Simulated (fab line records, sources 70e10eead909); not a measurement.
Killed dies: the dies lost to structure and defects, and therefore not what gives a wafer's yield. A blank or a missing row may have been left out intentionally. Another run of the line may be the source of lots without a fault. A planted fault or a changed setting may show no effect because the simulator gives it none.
Matching of chambers + flow nand harc + rie diel-13 running NHARC_A_BLC_STRIP_29: 4 sister chambers
The step strips in CF4. 8 wafers are shown with their chamber, then 7 later ones without.

EACH WAFER AND ITS CHAMBER
| wafer  | chamber | drypump motor current A (A) | showerhead plenum p Torr (Torr) |
|--------|---------|-----------------------------|---------------------------------|
| L083.4 | 3       | 5.9                         | 1.68                            |
| L088.2 | 3       | 5.9                         | 1.67                            |
| L088.4 | 1       | 4.7                         | 1.82                            |
| L089.3 | 0       | 5.6                         | 1.75                            |
| L089.4 | 1       | 4.8                         | 1.82                            |
| L089.5 | 2       | 5.6                         | 1.68                            |
| L090.1 | 2       | 5.6                         | 1.68                            |
| L090.5 | 0       | 5.6                         | 1.75                            |

WAFERS WITH NO CHAMBER GIVEN
| wafer  | drypump motor current A (A) | showerhead plenum p Torr (Torr) |
|--------|-----------------------------|---------------------------------|
| L090.6 | 4.7                         | 1.82                            |
| L091.2 | 5.9                         | 1.67                            |
| L091.4 | 5.6                         | 1.75                            |
| L091.6 | 5.6                         | 1.75                            |
| L095.3 | 5.6                         | 1.75                            |
| L095.5 | 5.6                         | 1.75                            |
| L095.6 | 5.9                         | 1.67                            |

THE CHAMBER EACH PASSED THROUGH
| wafer  | from the rows above | in truth |
|--------|---------------------|----------|
| L090.6 | 1                   | 1        |
| L091.2 | 3                   | 3        |
| L091.4 | 0                   | 0        |
| L091.6 | 0                   | 0        |
| L095.3 | 0                   | 0        |
| L095.5 | 0                   | 0        |
| L095.6 | 3                   | 3        |
Correct placement for 7 of the 7. Number that these rows cannot place: 0. Wrongly placed: 0.
How it was worked out, from the rows above alone: a wafer's distance from a chamber is the root of the sum, over the readings, of the square of ((its reading less the chamber's mean) divided by the reading's scatter). If the next closest chamber is less than 2 further off than the closest, the wafer can't be placed; otherwise it belongs to the closest. A chamber's mean is the mean of its shown wafers. The scatter: the root of (the sum of the squares of (reading less its chamber's mean) over the shown wafers, divided by (wafers less chambers)).
